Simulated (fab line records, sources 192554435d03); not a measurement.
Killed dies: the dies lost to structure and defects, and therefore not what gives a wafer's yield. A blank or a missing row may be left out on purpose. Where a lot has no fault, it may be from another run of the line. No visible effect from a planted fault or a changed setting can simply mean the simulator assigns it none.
8D (eight disciplines) problem report, filled in by code | flow n5Finfet | the parts of the form that need people (team, actions taken, sign-off) are left out

== 1. THE PROBLEM ==
trenchDepthNm at N5_BEOL_M8_OCD_MEAS_38 reads a mean of 84.1 nm on 2 wafers of 2 lots; wafers without a fault read 94.2 nm with a standard deviation of 1.6. Relative to the usual mean, that is a shift of -6.3 standard deviations.
The first sign was on wafer L834.6 at day 14 08:38, on ocd-01. At this step, 26 wafers from 10 lots have a number in the record. Rule for "out" (also "out of limits"): further than 4 standard deviations from the usual mean. All remaining wafers that have a number are taken as sound.

== 2. WHAT IT IS; WHAT IT IS NOT ==
question                    | is                     | is not
which readings at this step | trenchDepthNm          | -
which lots                  | L834, L836             | L817, L819, L824, L826, L828, L831, L832, L838
which wafers of those lots  | all that have a number | -
read on which gauges        | ocd-01, ocd-02         | -
when                        | from day 14 08:38      | up to then (21 sound wafers); but 3 sound wafers of L838 came after

== 3. WHAT RULES OUT EACH SUSPECT ==
Counting: a tool at any process step up to the reading remains a suspect when it ran all the lots that are out and ran no sound lot after the first of those.
- the gauge at N5_BEOL_M8_OCD_MEAS_38: ruled out. 2 gauges (ocd-01, ocd-02) read the wafers that are out.
- rieDiel-03 at N5_BEOL_M8_DESCUM_33 (chemistry O2, time 7 s): kept. It processed each lot that is out, first L834 at day 14 08:12, and no sound lot thereafter; up to then, the last sound lot it processed was L832 at day 13 17:39.
- rieDiel-03 at N5_BEOL_M8_ETCH_72 (etches underlayer in N2/H2, target depth 6.5 nm, time 5.2 s): kept. It processed each lot that is out, first L834 at day 14 08:14, and no sound lot thereafter; up to then, the last sound lot it processed was L832 at day 13 17:41.
- rieDiel-03 at N5_BEOL_M8_TRENCH_ETCH_37 (etches SiCOH lowk in C4F6/O2, target depth 93.478 nm, time 31.2 s): kept. It processed each lot that is out, first L834 at day 14 08:28, and no sound lot thereafter; up to then, the last sound lot it processed was L832 at day 13 17:55. Out on those wafers are its own readings of biasW, rfVppV.
Still standing after the count: rieDiel-03 at N5_BEOL_M8_DESCUM_33, rieDiel-03 at N5_BEOL_M8_ETCH_72, rieDiel-03 at N5_BEOL_M8_TRENCH_ETCH_37.

== 4. THE CAUSE (what the simulator had put in) ==
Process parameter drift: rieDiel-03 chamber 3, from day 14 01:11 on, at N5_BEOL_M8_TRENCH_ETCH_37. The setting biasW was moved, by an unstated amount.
Of the 3 suspects that counting leaves, this tool is one.

== 5. THE EFFECT CHAIN, in route order ==
Each row: a reading where the mean over the struck wafers with a number is more than 3 standard deviations away from the usual. Only readings for which the record gives a usual standard deviation are gone through. hours: the time from each lot's start at the first step in this table that gives one to its start at this step, as a median over the lots. sigmas: the change in usual standard deviations.
hours | step                      | reading       | usual        | on struck wafers | change | sigmas
0     | N5_BEOL_M8_TRENCH_ETCH_37 | biasW         | 185.0 W      | 122.7            | -62.3  | -99 or more
0     | N5_BEOL_M8_TRENCH_ETCH_37 | rfVppV        | 664 V        | 466              | -198   | -12
0     | N5_BEOL_M8_OCD_MEAS_38    | trenchDepthNm | 94.2 nm      | 84.1             | -10.1  | -6.3
3     | N5_BEOL_M8_THK_MEAS_53    | M8_THK        | 80.2 nm      | 70.0             | -10.2  | -5.1
3     | N5_BEOL_M8_RS_MEAS_57     | M8_RS         | 0.282 ohm/sq | 0.333            | +0.051 | +6.5
Its process steps:
- N5_BEOL_M8_TRENCH_ETCH_37: etches SiCOH lowk in C4F6/O2, target depth 93.478 nm, time 31.2 s.

== 6. WHAT WOULD HAVE CAUGHT IT SOONER ==
7 hours passed between the start of the fault at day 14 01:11 and the first reading out of limits at a measuring or inspecting step in this record, taken at day 14 08:38.
Tool's own readings at N5_BEOL_M8_TRENCH_ETCH_37, biasW, rfVppV: out on all struck wafers the step has rows for; an alarm limit on them would have tripped on the first.
Among the 2 lots that are out, L836 began N5_BEOL_M8_TRENCH_ETCH_37 on rieDiel-03 after day 14 08:38. Holding the tool at that time would have saved it.
